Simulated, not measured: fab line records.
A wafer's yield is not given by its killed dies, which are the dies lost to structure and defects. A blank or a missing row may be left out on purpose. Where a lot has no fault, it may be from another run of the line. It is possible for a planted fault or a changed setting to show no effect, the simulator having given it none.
fab line records -- flow n5-finfet
record: lots: 24, wafers: 72, last-day: 18
route steps=1938 shown BEOL_M9@1448 BEOL_M10@1470
lots that met no fault: taken from a fault-free run of the same line
start-h: hours from the record's first day to the start of the lot's first wafer shown -- wait-h: hours from the lot's prior step to this one -- " unchanged from the row above -- L1.1+2: a single row standing in for several wafers -- - value missing, or start not given -- * or withheld: withheld -- < > ~ a bound
route shown NAME@n: NAME is a module with steps in the file, n the number in the route of the first one -- usual: average and standard deviation across the fault-free wafers -- same: alike in all rows -- chamber/n: place in a boat -- sites: each site's reading -- _std_site: standard deviation of those values -- _edge_site: the outer-site mean with the inner-site mean subtracted -- radius-mm: how far each site lies from the wafer's centre -- mask NAME#n: copy n -- behind: tool/chamber where the wafer was last shaped -- hold: reason for holding the lot/hours on hold/outcome of the hold -- device: whichever transistor did not switch (one of n, p or np) -- end of line: the tests these same wafers got at the end of their route -- a step with no rows: only its recipe -- killed: the dies lost at the first sort to structure and to defects; this is not the yield of the wafer -- map: a wafer's dies, x killed, . not, _ none there
set.NAME: the setting that was run; set.NAME@STEP: the one run at that earlier step -- model.NAME: the simulator's own value behind a step, which no gauge read
the route's steps for a sample of lots (tables are steps, rows are wafers)
services: the hour from which a tool's chamber was out of use, counted from the record's first day as start-h (under 0 if before that day), plus the number of hours and why
== steps ==
step: N5_BEOL_M9_STRIP_80
recipe: chemistry: N2/H2, time-s: 10, power-w: 450, temp-c: 40, pressure-mtorr: 20, rf-frequency-hz: 6e+07, bias-power-w: 7, n2-flow-sccm: 200, h2-flow-sccm: 200
usual: drypump-motor-current-A: 5.8/0.45, oes-product-au: 0.81/0.1, rf-vpp-V: 59.3/0.89, showerhead-plenum-p-Torr: 2.56/0.097, throttle-valve-pct: 23.7/0.31
lot.wafer,tool,chamber,start-h,wait-h,drypump-motor-current-A,oes-product-au,rf-hours-counter-h,rf-vpp-V,showerhead-plenum-p-Torr,throttle-valve-pct
L074.1,rie-diel-06,2,-,-,5.8,0.68,245,58.2,2.40,24.4
L074.4,rie-diel-06,3,-,-,5.9,0.88,-,61.2,2.48,23.5
L074.6,rie-diel-06,2,-,-,5.7,0.67,-,58.5,2.40,24.4
L076.3,rie-diel-01,1,-,-,5.0,0.69,214,59.2,2.62,23.7
L076.4,rie-diel-01,2,-,-,6.1,0.73,161,59.5,2.43,23.4
L076.6,rie-diel-01,3,-,-,5.9,0.96,-,59.0,2.49,23.4
L077.1,rie-diel-06,0,-,-,5.5,1.01,1,60.7,2.70,23.6
L077.4,rie-diel-06,0,-,-,5.5,1.01,-,58.3,2.70,23.6
L077.5,rie-diel-06,1,-,-,6.2,0.74,-,58.5,2.64,24.1
L075.1,rie-diel-01,2,-,-,6.0,0.73,165,58.1,2.43,23.4
L075.2,rie-diel-01,0,-,-,6.7,0.72,227,60.1,2.52,23.6
L075.6,rie-diel-01,0,-,-,6.7,0.73,-,59.5,2.52,23.6
L078.1,rie-diel-05,0,-,-,5.4,0.73,164,58.5,2.43,23.9
L078.4,rie-diel-05,2,-,-,5.4,0.87,24,60.1,2.60,24.0
L078.6,rie-diel-05,1,-,-,6.3,0.94,-,59.0,2.61,23.2
L079.4,rie-diel-05,0,-,-,5.4,0.73,164,57.9,2.43,23.9
L079.5,rie-diel-05,2,-,-,5.4,0.88,-,58.9,2.60,24.0
L079.6,rie-diel-05,3,-,-,5.9,0.75,-,60.0,2.64,24.1
L082.1,rie-diel-05,1,-,-,6.2,0.93,22,59.6,2.60,23.2
L082.2,rie-diel-05,0,-,-,5.4,0.73,170,58.9,2.43,23.9
L082.3,rie-diel-05,2,-,-,5.4,0.87,31,59.4,2.60,24.1
L080.1,rie-diel-06,3,-,-,5.9,0.86,59,59.5,2.47,23.5
L080.5,rie-diel-06,0,-,-,5.4,0.97,-,59.5,2.70,23.6
L080.6,rie-diel-06,3,-,-,5.9,0.85,-,60.3,2.47,23.5
L083.2,rie-diel-01,3,-,-,5.8,0.91,21,59.5,2.49,23.5
L083.4,rie-diel-01,1,-,-,4.9,0.68,227,60.0,2.62,23.8
L083.5,rie-diel-01,1,-,-,4.9,0.69,-,58.8,2.62,23.8
L081.1,rie-diel-06,0,-,-,5.5,0.95,14,59.4,2.70,23.6
L081.2,rie-diel-06,1,-,-,6.2,0.74,186,58.7,2.63,24.1
L081.3,rie-diel-06,2,-,-,5.8,0.97,4,61.2,2.72,24.2
L085.1,rie-diel-01,1,-,-,4.9,0.69,228,60.0,2.61,23.7
L085.4,rie-diel-01,2,-,-,6.0,0.72,175,57.9,2.43,23.4
L085.6,rie-diel-01,1,-,-,4.9,0.69,-,61.1,2.61,23.7
L084.2,rie-diel-01,1,-,-,4.9,0.67,233,60.6,2.61,23.8
L084.4,rie-diel-01,2,-,-,5.9,0.72,181,59.6,2.43,23.4
L084.5,rie-diel-01,2,-,-,5.9,0.72,-,60.0,2.43,23.4
L086.1,rie-diel-06,0,-,-,5.5,0.92,26,59.2,2.69,23.7
L086.4,rie-diel-06,1,-,-,6.2,0.73,198,58.7,2.63,24.1
L086.5,rie-diel-06,3,-,-,5.9,0.83,-,60.5,2.47,23.5
L089.1,rie-diel-06,1,-,-,6.2,0.72,199,60.2,2.63,24.1
L089.4,rie-diel-06,2,-,-,5.8,0.94,16,60.3,2.71,24.2
L089.5,rie-diel-06,2,-,-,5.8,0.94,-,60.2,2.71,24.2
L088.3,rie-diel-01,0,-,-,6.7,0.71,245,58.9,2.51,23.7
L088.5,rie-diel-01,2,-,-,6.0,0.71,-,59.5,2.42,23.4
L088.6,rie-diel-01,1,-,-,4.9,0.67,-,59.7,2.61,23.8
L087.3,rie-diel-05,3,-,-,5.9,0.73,190,61.0,2.63,24.1
L087.5,rie-diel-05,1,-,-,6.3,0.89,-,58.9,2.60,23.2
L087.6,rie-diel-05,0,-,-,5.4,0.70,-,58.9,2.43,23.9
L090.2,rie-diel-01,0,-,-,6.7,0.70,246,59.2,2.51,23.7
L090.4,rie-diel-01,1,-,-,5.0,0.67,241,59.7,2.61,23.8
L090.6,rie-diel-01,2,-,-,6.0,0.70,-,58.3,2.42,23.4
L091.1,rie-diel-06,3,-,-,5.9,0.81,77,59.1,2.46,23.5
L091.2,rie-diel-06,2,-,-,5.8,0.92,19,59.7,2.71,24.3
L091.4,rie-diel-06,0,-,-,5.5,0.89,30,59.3,2.69,23.6
L092.1,rie-diel-05,1,-,-,6.3,0.88,45,59.6,2.59,23.2
L092.4,rie-diel-05,0,-,-,5.4,0.71,192,58.7,2.42,23.9
L092.5,rie-diel-05,3,-,-,5.9,0.73,-,59.3,2.62,24.1
L093.1,rie-diel-01,1,-,-,5.0,0.67,249,59.7,2.61,23.8
L093.2,rie-diel-01,3,-,-,5.9,0.87,44,58.8,2.48,23.5
L093.4,rie-diel-01,3,-,-,5.9,0.87,-,58.7,2.48,23.5
L094.3,rie-diel-01,3,-,-,5.9,0.87,44,58.9,2.48,23.5
L094.5,rie-diel-01,1,-,-,4.9,0.67,-,60.9,2.60,23.8
L094.6,rie-diel-01,3,-,-,5.9,0.86,-,59.0,2.48,23.5
L095.1,rie-diel-06,2,-,-,5.8,0.91,27,59.4,2.71,24.3
L095.2,rie-diel-06,1,-,-,6.2,0.71,209,59.3,2.62,24.1
L095.3,rie-diel-06,0,-,-,5.5,0.90,37,59.9,2.68,23.7
L096.1,rie-diel-01,3,-,-,5.9,0.85,55,57.9,2.47,23.5
L096.3,rie-diel-01,1,-,-,5.0,0.97,1,59.7,2.60,23.5
L096.4,rie-diel-01,2,-,-,6.0,0.68,209,56.1,2.42,23.5
L097.2,rie-diel-06,2,-,-,5.8,0.90,32,60.2,2.71,24.3
L097.4,rie-diel-06,3,-,-,5.9,0.80,-,59.3,2.46,23.5
L097.6,rie-diel-06,1,-,-,6.2,0.71,-,60.0,2.62,24.1
step: N5_BEOL_M10_ILD_DEP_00
recipe: material: SiCOH_lowk, target-thk-a: 3085.1, temp-c: 300, precursor: DEMS/porogen, pressure-torr: 5, rf-w: 500, time-s: 58
usual: heater-power-w: 352/68, showerhead-plenum-p-Torr: 5.743/0.018, throttle-valve-pct: 14.2/1.2
lot.wafer,tool,chamber,start-h,wait-h,heater-power-w,showerhead-plenum-p-Torr,throttle-valve-pct
L074.1,pecvd-04,0,217.26,0.0,238,5.766,12.8
L074.4,pecvd-04,0,217.26,0.0,252,5.769,13.0
L074.6,pecvd-04,0,217.26,0.0,258,5.745,12.8
L076.3,pecvd-01,0,217.38,0.0,444,5.743,13.3
L076.4,pecvd-01,1,217.38,0.0,328,5.752,15.5
L076.6,pecvd-01,2,217.38,0.0,337,5.723,13.1
L077.1,pecvd-04,2,237.22,0.0,180,5.714,12.9
L077.4,pecvd-04,0,237.22,0.0,239,5.758,13.1
L077.5,pecvd-04,2,237.22,0.0,191,5.703,12.8
L075.1,pecvd-01,1,237.37,0.1,334,5.765,15.7
L075.2,pecvd-01,2,237.37,0.1,354,5.733,12.9
L075.6,pecvd-01,0,237.37,0.1,409,5.741,13.3
L078.1,pecvd-01,1,245.74,0.0,310,5.753,15.6
L078.4,pecvd-01,2,245.74,0.0,358,5.737,13.1
L078.6,pecvd-01,1,245.74,0.0,317,5.766,15.7
L079.4,pecvd-01,0,245.95,0.1,452,5.752,13.0
L079.5,pecvd-01,1,245.95,0.1,317,5.762,16.0
L079.6,pecvd-01,2,245.95,0.1,385,5.731,12.9
L082.1,pecvd-01,2,264.77,0.0,339,5.723,13.0
L082.2,pecvd-01,0,264.77,0.0,397,5.756,13.3
L082.3,pecvd-01,1,264.77,0.0,333,5.775,15.8
L080.1,pecvd-02,2,265.83,0.0,422,5.754,14.9
L080.5,pecvd-02,2,265.83,0.0,433,5.752,14.8
L080.6,pecvd-02,0,265.83,0.0,401,5.737,14.5
L083.2,pecvd-04,1,266.83,0.0,326,5.747,15.8
L083.4,pecvd-04,2,266.83,0.0,213,5.719,13.0
L083.5,pecvd-04,2,266.83,0.0,217,5.705,13.2
L081.1,pecvd-02,0,272.45,0.0,399,5.731,14.5
L081.2,pecvd-02,2,272.45,0.0,404,5.749,15.2
L081.3,pecvd-02,2,272.45,0.0,415,5.749,15.0
L085.1,pecvd-01,2,272.72,0.0,371,5.739,12.7
L085.4,pecvd-01,0,272.72,0.0,437,5.752,13.2
L085.6,pecvd-01,1,272.72,0.0,316,5.753,15.7
L084.2,pecvd-04,2,293.52,0.0,217,5.695,13.0
L084.4,pecvd-04,1,293.52,0.0,395,5.752,15.9
L084.5,pecvd-04,2,293.52,0.0,216,5.703,13.0
L086.1,pecvd-02,0,312.00,0.0,390,5.750,14.5
L086.4,pecvd-02,1,312.00,0.0,344,5.721,14.6
L086.5,pecvd-02,0,312.00,0.0,325,5.743,14.4
L087.3,pecvd-01,2,313.34,0.0,369,5.709,13.0
L087.5,pecvd-01,2,313.34,0.0,368,5.730,13.1
L087.6,pecvd-01,1,313.34,0.0,305,5.763,15.9
L089.1,pecvd-02,1,313.73,0.0,327,5.742,14.4
L089.4,pecvd-02,1,313.73,0.0,334,5.728,14.6
L089.5,pecvd-02,0,313.73,0.0,392,5.742,14.6
L088.3,pecvd-01,0,314.10,0.0,422,5.743,13.0
L088.5,pecvd-01,2,314.10,0.0,385,5.720,12.9
L088.6,pecvd-01,0,314.10,0.0,423,5.760,13.3
L090.2,pecvd-01,1,319.07,0.0,331,5.757,15.9
L090.4,pecvd-01,0,319.07,0.0,428,5.746,13.0
L090.6,pecvd-01,2,319.07,0.0,374,5.741,13.3
L091.1,pecvd-01,0,322.64,0.0,433,5.740,12.8
L091.2,pecvd-01,1,322.64,0.0,335,5.750,16.0
L091.4,pecvd-01,1,322.64,0.0,341,5.763,15.8
L092.1,pecvd-04,1,340.80,0.0,327,5.747,15.7
L092.4,pecvd-04,1,340.80,0.0,338,5.760,15.5
L092.5,pecvd-04,0,340.80,0.0,321,5.765,13.2
L093.1,pecvd-01,0,341.08,0.0,427,5.745,13.3
L093.2,pecvd-01,1,341.08,0.0,318,5.760,15.8
L093.4,pecvd-01,1,341.08,0.0,326,5.757,15.7
L094.3,pecvd-02,1,342.66,0.0,308,5.732,14.5
L094.5,pecvd-02,1,342.66,0.0,314,5.731,14.6
L094.6,pecvd-02,2,342.66,0.0,468,5.754,14.7
L095.1,pecvd-01,0,350.03,0.0,411,5.725,13.1
L095.2,pecvd-01,1,350.03,0.0,338,5.750,15.9
L095.3,pecvd-01,2,350.03,0.0,344,5.712,12.9
L096.1,pecvd-04,2,366.20,0.0,190,5.692,13.2
L096.3,pecvd-04,0,366.20,0.0,306,5.744,13.3
L096.4,pecvd-04,2,366.20,0.0,200,5.701,13.6
L097.2,pecvd-04,1,376.74,0.0,389,5.755,16.0
L097.4,pecvd-04,2,376.74,0.0,214,5.699,13.0
L097.6,pecvd-04,1,376.74,0.0,300,5.755,16.0
step: N5_BEOL_M10_CD_MEAS_11
recipe: target-cd-nm: 64.1, landing-energy-ev: 500, detector: se-inlens, polarity: opening
usual: cd-nm: 64.2/0.59
same: landing-energy-ev: 500
lot.wafer,tool,chamber,start-h,wait-h,cd-nm
L074.1,cd-sem-02,0,220.80,-,64.1
L074.4,cd-sem-02,0,220.80,-,64.2
L074.6,cd-sem-02,0,220.80,-,64.2
L076.3,cd-sem-03,0,221.13,-,62.7
L076.4,cd-sem-03,0,221.13,-,63.8
L076.6,cd-sem-03,0,221.13,-,63.8
L077.1,cd-sem-02,0,240.30,-,64.5
L077.4,cd-sem-02,0,240.30,-,63.9
L077.5,cd-sem-02,0,240.30,-,64.6
L075.1,cd-sem-03,0,240.77,-,64.7
L075.2,cd-sem-03,0,240.77,-,63.4
L075.6,cd-sem-03,0,240.77,-,63.7
L078.1,cd-sem-01,0,247.64,-,63.4
L078.4,cd-sem-01,0,247.64,-,64.8
L078.6,cd-sem-01,0,247.64,-,64.3
L079.4,cd-sem-02,0,247.77,-,63.2
L079.5,cd-sem-02,0,247.77,-,64.5
L079.6,cd-sem-02,0,247.77,-,63.8
L082.1,cd-sem-03,0,267.23,-,64.5
L082.2,cd-sem-03,0,267.23,-,63.2
L082.3,cd-sem-03,0,267.23,-,63.9
L080.1,cd-sem-02,0,267.62,-,64.1
L080.5,cd-sem-02,0,267.62,-,64.1
L080.6,cd-sem-02,0,267.62,-,63.2
L083.2,cd-sem-02,0,270.44,-,64.6
L083.4,cd-sem-02,0,270.44,-,64.4
L083.5,cd-sem-02,0,270.44,-,64.1
L081.1,cd-sem-02,0,274.71,-,63.6
L081.2,cd-sem-02,0,274.71,-,63.4
L081.3,cd-sem-02,0,274.71,-,64.2
L085.1,cd-sem-01,0,274.95,-,65.1
L085.4,cd-sem-01,0,274.95,-,64.3
L085.6,cd-sem-01,0,274.95,-,64.7
L084.2,cd-sem-01,0,296.91,-,63.8
L084.4,cd-sem-01,0,296.91,-,64.6
L084.5,cd-sem-01,0,296.91,-,63.9
L086.1,cd-sem-01,0,314.44,-,64.7
L086.4,cd-sem-01,0,314.44,-,64.4
L086.5,cd-sem-01,0,314.44,-,65.1
L087.3,cd-sem-01,0,314.81,-,64.8
L087.5,cd-sem-01,0,314.81,-,64.6
L087.6,cd-sem-01,0,314.81,-,64.7
L088.3,cd-sem-02,0,315.42,-,63.4
L088.5,cd-sem-02,0,315.42,-,63.4
L088.6,cd-sem-02,0,315.42,-,63.8
L089.1,cd-sem-03,0,317.36,-,64.1
L089.4,cd-sem-03,0,317.36,-,64.6
L089.5,cd-sem-03,0,317.36,-,64.0
L090.2,cd-sem-03,0,321.15,-,65.3
L090.4,cd-sem-03,0,321.15,-,65.0
L090.6,cd-sem-03,0,321.15,-,64.9
L091.1,cd-sem-03,0,325.56,-,65.0
L091.2,cd-sem-03,0,325.56,-,64.3
L091.4,cd-sem-03,0,325.56,-,64.6
L092.1,cd-sem-02,0,343.88,-,64.4
L092.4,cd-sem-02,0,343.88,-,63.9
L092.5,cd-sem-02,0,343.88,-,64.3
L093.1,cd-sem-02,0,344.04,-,63.8
L093.2,cd-sem-02,0,344.04,-,63.8
L093.4,cd-sem-02,0,344.04,-,64.3
L094.3,cd-sem-03,0,344.08,-,63.1
L094.5,cd-sem-03,0,344.08,-,63.1
L094.6,cd-sem-03,0,344.08,-,63.5
L095.1,cd-sem-02,0,351.34,-,64.3
L095.2,cd-sem-02,0,351.34,-,63.5
L095.3,cd-sem-02,0,351.34,-,64.4
L096.1,cd-sem-02,0,367.94,-,64.2
L096.3,cd-sem-02,0,367.94,-,64.3
L096.4,cd-sem-02,0,367.94,-,64.5
L097.2,cd-sem-01,0,378.43,-,64.4
L097.4,cd-sem-01,0,378.43,-,65.3
L097.6,cd-sem-01,0,378.43,-,65.2
step: N5_BEOL_M10_OVL_MEAS_12
recipe: points-per-wafer: 44
usual: M10_OVL: 0.1/0.67
lot.wafer,tool,chamber,start-h,wait-h,M10_OVL[nm]
L074.1,overlay-01,0,220.83,0.0,-1.1
L074.4,overlay-01,0,220.83,0.0,-0.4
L074.6,overlay-01,0,220.83,0.0,-1.0
L076.3,overlay-02,0,221.16,0.0,0.8
L076.4,overlay-02,0,221.16,0.0,1.1
L076.6,overlay-02,0,221.16,0.0,0.6
L077.1,overlay-01,0,240.33,0.0,0.7
L077.4,overlay-01,0,240.33,0.0,0.3
L077.5,overlay-01,0,240.33,0.0,0.4
L075.1,overlay-01,0,240.80,0.0,-0.7
L075.2,overlay-01,0,240.80,0.0,-0.6
L075.6,overlay-01,0,240.80,0.0,-0.8
L078.1,overlay-02,0,247.67,0.0,0.4
L078.4,overlay-02,0,247.67,0.0,0.0
L078.6,overlay-02,0,247.67,0.0,0.6
L079.4,overlay-02,0,247.80,0.0,0.7
L079.5,overlay-02,0,247.80,0.0,0.0
L079.6,overlay-02,0,247.80,0.0,-0.2
L082.1,overlay-02,0,267.26,0.0,0.3
L082.2,overlay-02,0,267.26,0.0,0.2
L082.3,overlay-02,0,267.26,0.0,-0.4
L080.1,overlay-02,0,267.65,0.0,-0.2
L080.5,overlay-02,0,267.65,0.0,0.5
L080.6,overlay-02,0,267.65,0.0,0.8
L083.2,overlay-02,0,270.47,0.0,0.6
L083.4,overlay-02,0,270.47,0.0,1.3
L083.5,overlay-02,0,270.47,0.0,0.8
L081.1,overlay-01,0,274.74,0.0,1.1
L081.2,overlay-01,0,274.74,0.0,1.8
L081.3,overlay-01,0,274.74,0.0,0.5
L085.1,overlay-01,0,274.98,0.0,0.6
L085.4,overlay-01,0,274.98,0.0,0.7
L085.6,overlay-01,0,274.98,0.0,0.2
L084.2,overlay-02,0,296.94,0.0,0.0
L084.4,overlay-02,0,296.94,0.0,1.6
L084.5,overlay-02,0,296.94,0.0,-0.4
L086.1,overlay-02,0,314.47,0.0,-0.8
L086.4,overlay-02,0,314.47,0.0,-0.3
L086.5,overlay-02,0,314.47,0.0,-0.8
L087.3,overlay-01,0,314.84,0.0,0.2
L087.5,overlay-01,0,314.84,0.0,0.0
L087.6,overlay-01,0,314.84,0.0,-0.1
L088.3,overlay-02,0,315.45,0.0,-0.6
L088.5,overlay-02,0,315.45,0.0,-0.1
L088.6,overlay-02,0,315.45,0.0,-0.8
L089.1,overlay-01,0,317.39,0.0,0.8
L089.4,overlay-01,0,317.39,0.0,1.1
L089.5,overlay-01,0,317.39,0.0,0.1
L090.2,overlay-01,0,321.18,0.0,0.0
L090.4,overlay-01,0,321.18,0.0,1.3
L090.6,overlay-01,0,321.18,0.0,0.4
L091.1,overlay-02,0,325.59,0.0,-0.8
L091.2,overlay-02,0,325.59,0.0,0.0
L091.4,overlay-02,0,325.59,0.0,-0.1
L092.1,overlay-02,0,343.91,0.0,0.5
L092.4,overlay-02,0,343.91,0.0,-0.3
L092.5,overlay-02,0,343.91,0.0,0.3
L093.1,overlay-01,0,344.07,0.0,-0.1
L093.2,overlay-01,0,344.07,0.0,-0.4
L093.4,overlay-01,0,344.07,0.0,-0.6
L094.3,overlay-02,0,344.11,0.0,-0.2
L094.5,overlay-02,0,344.11,0.0,-0.4
L094.6,overlay-02,0,344.11,0.0,1.1
L095.1,overlay-02,0,351.37,0.0,0.4
L095.2,overlay-02,0,351.37,0.0,0.7
L095.3,overlay-02,0,351.37,0.0,0.2
L096.1,overlay-01,0,367.97,0.0,0.8
L096.3,overlay-01,0,367.97,0.0,-0.1
L096.4,overlay-01,0,367.97,0.0,0.3
L097.2,overlay-01,0,378.46,0.0,0.2
L097.4,overlay-01,0,378.46,0.0,0.7
L097.6,overlay-01,0,378.46,0.0,0.0
step: N5_BEOL_M10_CD_MEAS_18
recipe: pitch-nm: 140, target-cd-nm: 70
usual: cd-nm: 70.3/0.67
lot.wafer,tool,chamber,start-h,wait-h,cd-nm
L074.1,cd-sem-02,-,221.37,0.0,70.6
L074.4,cd-sem-02,-,221.37,0.0,70.2
L074.6,cd-sem-02,-,221.37,0.0,70.0
L076.3,cd-sem-02,-,221.68,0.1,68.6
L076.4,cd-sem-02,-,221.68,0.1,69.9
L076.6,cd-sem-02,-,221.68,0.1,68.9
L077.1,cd-sem-02,-,241.30,0.0,70.1
L077.4,cd-sem-02,-,241.30,0.0,70.3
L077.5,cd-sem-02,-,241.30,0.0,70.7
L075.1,cd-sem-01,-,241.52,0.1,70.4
L075.2,cd-sem-01,-,241.52,0.1,69.6
L075.6,cd-sem-01,-,241.52,0.1,69.7
L078.1,cd-sem-03,-,248.18,0.0,69.7
L078.4,cd-sem-03,-,248.18,0.0,70.6
L078.6,cd-sem-03,-,248.18,0.0,70.4
L079.4,cd-sem-02,-,248.52,0.1,69.6
L079.5,cd-sem-02,-,248.52,0.1,70.9
L079.6,cd-sem-02,-,248.52,0.1,69.8
L082.1,cd-sem-02,-,267.91,0.0,70.5
L082.2,cd-sem-02,-,267.91,0.0,69.4
L082.3,cd-sem-02,-,267.91,0.0,70.2
L080.1,cd-sem-03,-,268.22,0.0,70.1
L080.5,cd-sem-03,-,268.22,0.0,70.1
L080.6,cd-sem-03,-,268.22,0.0,69.6
L083.2,cd-sem-02,-,271.41,0.1,70.7
L083.4,cd-sem-02,-,271.41,0.1,70.2
L083.5,cd-sem-02,-,271.41,0.1,69.7
L081.1,cd-sem-01,-,275.25,0.0,69.1
L081.2,cd-sem-01,-,275.25,0.0,69.5
L081.3,cd-sem-01,-,275.25,0.0,69.9
L085.1,cd-sem-02,-,275.49,0.0,71.9
L085.4,cd-sem-02,-,275.49,0.0,71.1
L085.6,cd-sem-02,-,275.49,0.0,71.1
L084.2,cd-sem-03,-,297.60,0.1,70.2
L084.4,cd-sem-03,-,297.60,0.1,71.1
L084.5,cd-sem-03,-,297.60,0.1,70.2
L086.1,cd-sem-02,-,315.12,0.0,70.2
L086.4,cd-sem-02,-,315.12,0.0,69.9
L086.5,cd-sem-02,-,315.12,0.0,71.2
L087.3,cd-sem-03,-,315.35,0.1,70.9
L087.5,cd-sem-03,-,315.35,0.1,71.2
L087.6,cd-sem-03,-,315.35,0.1,71.3
L088.3,cd-sem-02,-,315.96,0.1,69.6
L088.5,cd-sem-02,-,315.96,0.1,69.2
L088.6,cd-sem-02,-,315.96,0.1,69.2
L089.1,cd-sem-01,-,317.99,0.0,70.0
L089.4,cd-sem-01,-,317.99,0.0,70.5
L089.5,cd-sem-01,-,317.99,0.0,69.5
L090.2,cd-sem-03,-,321.86,0.1,71.4
L090.4,cd-sem-03,-,321.86,0.1,70.8
L090.6,cd-sem-03,-,321.86,0.1,71.3
L091.1,cd-sem-01,-,326.31,0.0,70.8
L091.2,cd-sem-01,-,326.31,0.0,70.1
L091.4,cd-sem-01,-,326.31,0.0,70.7
L092.1,cd-sem-03,-,344.79,0.0,69.7
L092.4,cd-sem-03,-,344.79,0.0,70.0
L092.5,cd-sem-03,-,344.79,0.0,70.8
L093.1,cd-sem-01,-,345.04,0.0,69.5
L093.2,cd-sem-01,-,345.04,0.0,69.8
L093.4,cd-sem-01,-,345.04,0.0,69.5
L094.3,cd-sem-03,-,345.08,0.1,69.9
L094.5,cd-sem-03,-,345.08,0.1,69.5
L094.6,cd-sem-03,-,345.08,0.1,69.6
L095.1,cd-sem-03,-,352.09,0.0,71.1
L095.2,cd-sem-03,-,352.09,0.0,69.4
L095.3,cd-sem-03,-,352.09,0.0,70.2
L096.1,cd-sem-03,-,368.50,0.0,70.3
L096.3,cd-sem-03,-,368.50,0.0,69.8
L096.4,cd-sem-03,-,368.50,0.0,70.5
L097.2,cd-sem-03,-,378.98,0.1,70.4
L097.4,cd-sem-03,-,378.98,0.1,71.2
L097.6,cd-sem-03,-,378.98,0.1,70.8
step: N5_BEOL_M10_OVL_MEAS_29
recipe: points-per-wafer: 44
usual: V9_OVL: -0.3/0.69
lot.wafer,tool,chamber,start-h,wait-h,V9_OVL[nm]
L074.1,overlay-01,0,221.81,0.0,-0.3
L074.4,overlay-01,0,221.81,0.0,0.7
L074.6,overlay-01,0,221.81,0.0,0.3
L076.3,overlay-01,0,222.59,0.0,0.2
L076.4,overlay-01,0,222.59,0.0,0.2
L076.6,overlay-01,0,222.59,0.0,0.1
L077.1,overlay-01,0,241.75,0.0,-0.2
L077.4,overlay-01,0,241.75,0.0,0.9
L077.5,overlay-01,0,241.75,0.0,0.2
L075.1,overlay-01,0,244.36,0.0,0.1
L075.2,overlay-01,0,244.36,0.0,0.1
L075.6,overlay-01,0,244.36,0.0,-0.4
L079.4,overlay-02,0,251.16,0.0,-1.4
L079.5,overlay-02,0,251.16,0.0,-0.5
L079.6,overlay-02,0,251.16,0.0,-0.6
L078.1,overlay-02,0,251.33,0.0,-2.0
L078.4,overlay-02,0,251.33,0.0,0.4
L078.6,overlay-02,0,251.33,0.0,-0.8
L080.1,overlay-02,0,269.64,0.0,0.7
L080.5,overlay-02,0,269.64,0.0,0.0
L080.6,overlay-02,0,269.64,0.0,0.2
L082.1,overlay-01,0,269.81,0.0,-0.6
L082.2,overlay-01,0,269.81,0.0,-1.2
L082.3,overlay-01,0,269.81,0.0,-0.5
L083.2,overlay-02,0,271.96,0.0,-0.4
L083.4,overlay-02,0,271.96,0.0,-0.6
L083.5,overlay-02,0,271.96,0.0,0.0
L085.1,overlay-01,0,275.94,0.0,-1.1
L085.4,overlay-01,0,275.94,0.0,-0.8
L085.6,overlay-01,0,275.94,0.0,0.5
L081.1,overlay-02,0,276.29,0.0,0.1
L081.2,overlay-02,0,276.29,0.0,-1.2
L081.3,overlay-02,0,276.29,0.0,0.3
L084.2,overlay-01,0,298.53,0.0,-0.4
L084.4,overlay-01,0,298.53,0.0,-1.4
L084.5,overlay-01,0,298.53,0.0,-0.7
L087.3,overlay-02,0,316.03,0.0,-0.9
L087.5,overlay-02,0,316.03,0.0,-0.8
L087.6,overlay-02,0,316.03,0.0,0.0
L086.1,overlay-02,0,316.20,0.0,-0.7
L086.4,overlay-02,0,316.20,0.0,0.0
L086.5,overlay-02,0,316.20,0.0,-0.2
L088.3,overlay-02,0,316.44,0.0,0.5
L088.5,overlay-02,0,316.44,0.0,0.0
L088.6,overlay-02,0,316.44,0.0,-1.1
L089.1,overlay-01,0,319.47,0.0,-0.2
L089.4,overlay-01,0,319.47,0.0,-1.0
L089.5,overlay-01,0,319.47,0.0,0.3
L090.2,overlay-02,0,324.64,0.0,-0.5
L090.4,overlay-02,0,324.64,0.0,-0.1
L090.6,overlay-02,0,324.64,0.0,0.3
L091.1,overlay-01,0,327.62,0.0,-0.1
L091.2,overlay-01,0,327.62,0.0,0.1
L091.4,overlay-01,0,327.62,0.0,-0.4
L092.1,overlay-01,0,346.36,0.0,-1.1
L092.4,overlay-01,0,346.36,0.0,0.2
L092.5,overlay-01,0,346.36,0.0,-0.4
L093.1,overlay-01,0,346.53,0.0,0.2
L093.2,overlay-01,0,346.53,0.0,0.3
L093.4,overlay-01,0,346.53,0.0,0.2
L094.3,overlay-01,0,346.69,0.0,-0.8
L094.5,overlay-01,0,346.69,0.0,-0.5
L094.6,overlay-01,0,346.69,0.0,-0.1
L095.1,overlay-01,0,354.37,0.0,-1.5
L095.2,overlay-01,0,354.37,0.0,-0.2
L095.3,overlay-01,0,354.37,0.0,-1.8
L096.1,overlay-02,0,370.55,0.0,0.7
L096.3,overlay-02,0,370.55,0.0,0.6
L096.4,overlay-02,0,370.55,0.0,-0.5
L097.2,overlay-02,0,379.78,0.0,0.1
L097.4,overlay-02,0,379.78,0.0,0.4
L097.6,overlay-02,0,379.78,0.0,0.7
== services ==
tool,chamber,start-h,hours,kind
pecvd-01,0,194.66,2.1,scheduled-down
rie-diel-06,0,213.94,-,clean
rie-diel-06,0,213.94,-,consumable-replace:focus-ring
rie-diel-06,0,213.94,-,consumable-replace:showerhead
rie-diel-06,0,213.94,17.7,scheduled-down
rie-diel-06,0,213.94,17.7,vent-cycle
rie-diel-06,2,231.70,-,clean
pecvd-04,-,232.58,2.6,repair
rie-diel-05,0,247.47,3.2,repair
rie-diel-05,3,249.30,7.6,repair
rie-diel-01,0,299.00,10.6,repair
rie-diel-01,0,329.32,-,clean
rie-diel-01,0,329.32,-,consumable-replace:focus-ring
rie-diel-01,0,329.32,14.9,scheduled-down
rie-diel-01,0,329.32,14.9,vent-cycle
rie-diel-05,-,337.19,0.3,repair
rie-diel-01,1,344.20,-,clean
rie-diel-01,1,344.20,-,consumable-replace:focus-ring
rie-diel-01,1,344.20,14.5,scheduled-down
rie-diel-01,1,344.20,14.5,vent-cycle
pecvd-01,2,344.48,4.6,repair
rie-diel-06,-,348.21,15.6,pm
rie-diel-06,0,369.66,5.8,repair
rie-diel-05,0,372.63,4.3,repair
== key ==
fault none
